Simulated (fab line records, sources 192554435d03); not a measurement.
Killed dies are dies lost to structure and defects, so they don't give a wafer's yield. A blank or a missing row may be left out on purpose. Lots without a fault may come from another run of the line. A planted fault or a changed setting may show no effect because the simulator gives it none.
Split-lot experiment | flow n5_finfet | 7 lots, 21 wafers read, on a route of 1938 steps

THE SPLIT
At N5_BEOL_M11_TRENCH_ETCH_37 (etches SiCOH lowk in C4F6/O2, target depth 148.83 nm, time 48 s), the setting bias_w was moved away from the recipe's 185 W on 5 of the 21 wafers read, by -15.2% to +14.8%. The other wafers ran this setting at the recipe's value.

FROM THE SPLIT TO THE READING: what the file shows between them, 2 steps
- N5_BEOL_M11_ETCH_41: etches SiCN in CH3F/O2, target depth 42.6 nm, time 86 s
- N5_BEOL_M11_STRIP_77: strips in N2/H2, time 10 s

THE READING
trench_depth_nm, in nm, at N5_BEOL_M11_OCD_MEAS_38. Fault-free wafers of this fab line usually give 148.5 nm, standard deviation 2 nm.

wafer  | tool, chamber at the split | bias_w as run, W | against the recipe | trench_depth_nm, nm | against lot-mates on the recipe
L075.1 | rie_diel-01, 1             | 212.4            | +14.8%             | 153.9               | +5.6
L075.2 | rie_diel-01, 0             | 185              | recipe             | 149.4               | -
L075.6 | rie_diel-01, 1             | 185              | recipe             | 147.2               | -
L076.1 | rie_diel-06, 2             | 185              | recipe             | 143.7               | -
L076.3 | rie_diel-06, 1             | 185              | recipe             | 146.9               | -
L076.5 | rie_diel-06, 1             | 168.6            | -8.9%              | 143.0               | -2.3
L080.2 | rie_diel-01, 3             | 156.9            | -15.2%             | 143.8               | -5.8
L080.3 | rie_diel-01, 1             | 185              | recipe             | 147.6               | -
L080.4 | rie_diel-01, 2             | 185              | recipe             | 151.6               | -
L083.3 | rie_diel-01, 0             | 185              | recipe             | 146.4               | -
L083.4 | rie_diel-01, 1             | 185              | recipe             | 146.8               | -
L083.5 | rie_diel-01, 1             | 173.4            | -6.3%              | 142.0               | -4.6
L084.1 | rie_diel-02, 2             | 207              | +11.9%             | 156.0               | +5.2
L084.2 | rie_diel-02, 1             | 185              | recipe             | 151.7               | -
L084.5 | rie_diel-02, 2             | 185              | recipe             | 150.0               | -
L092.3 | rie_diel-06, 2             | 185              | recipe             | 150.6               | -
L092.4 | rie_diel-06, 0             | 185              | recipe             | 150.5               | -
L092.5 | rie_diel-06, 2             | 185              | recipe             | 149.5               | -
L094.1 | rie_diel-01, 2             | 185              | recipe             | 148.8               | -
L094.4 | rie_diel-01, 3             | 185              | recipe             | 148.0               | -
L094.5 | rie_diel-01, 1             | 185              | recipe             | 146.8               | -

THE FIT
A straight line over all 21 wafers: trench_depth_nm changes by +0.465 nm for each +1% of bias_w; r = +0.78; the points scatter about the line by 2.3 nm.
The same after taking each lot's own level away (the mean of its wafers on the recipe; 21 wafers): +0.397 nm for each +1%; r = +0.90; scatter 1.2 nm.
On that fit, the largest move of bias_w shifts the reading by 6 nm.
The lots' own levels span 145.30 to 150.85 nm, that is 2.8 times the standard deviation above.
So the lot-to-lot level blurs the effect unless lot-mates are compared.
Check: with one of the wafers moved furthest among these (-15.2%) left out of the fit, the line predicts -6.19 nm for it against its lot-mates. It came out at -5.8 nm against them.
Tool readings at the split's step, against how far the setting was moved: rf_vpp_V r = +0.95.

OTHER SPLITS ON THESE WAFERS
These wafers also went through other splits before the reading. Each is held against what the fit with the lots' levels taken away leaves over:
other split on the same wafers | wafers away from the commonest value | r with trench_depth_nm (lot level and that fit taken away)
N5_BEOL_M9_COAT_60 spin_rpm    | 6                                    | -0.08
N5_BEOL_M9_COAT_05 spin_rpm    | 5                                    | -0.34
N5_BEOL_M10_COAT_22 spin_rpm   | 7                                    | -0.33
N5_BEOL_M10_EXPOSE_25 dose_mj  | 8                                    | -0.04
N5_BEOL_M11_PECVD_70 temp_c    | 7                                    | +0.24
N5_BEOL_M11_COAT_59 spin_rpm   | 5                                    | +0.17

THE WHOLE CHAIN: every reading that the file lists as answering this split, in the file's order
step                       | what it does                                                    | reading                                                                    | change (the file's fit)               | r (the file's)
N5_BEOL_M11_TRENCH_ETCH_37 | etches SiCOH lowk in C4F6/O2, target depth 148.83 nm, time 48 s | rf_vpp_V                                                                   | +4.82 V for each +1% of the setting   | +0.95
N5_BEOL_M11_TRENCH_ETCH_37 | etches SiCOH lowk in C4F6/O2, target depth 148.83 nm, time 48 s | etch.depth_nm (the simulator's own value, which no gauge read)             | +0.403 nm for each +1% of the setting | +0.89
N5_BEOL_M11_TRENCH_ETCH_37 | etches SiCOH lowk in C4F6/O2, target depth 148.83 nm, time 48 s | BEOL_M11.feature_depth_nm (the simulator's own value, which no gauge read) | +0.405 nm for each +1% of the setting | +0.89
N5_BEOL_M11_OCD_MEAS_38    |                                                                 | trench_depth_nm                                                            | +0.398 nm for each +1% of the setting | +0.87

THE FILE'S OWN FIT
trench_depth_nm changes by +0.398 nm for each +1% of bias_w, r = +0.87.
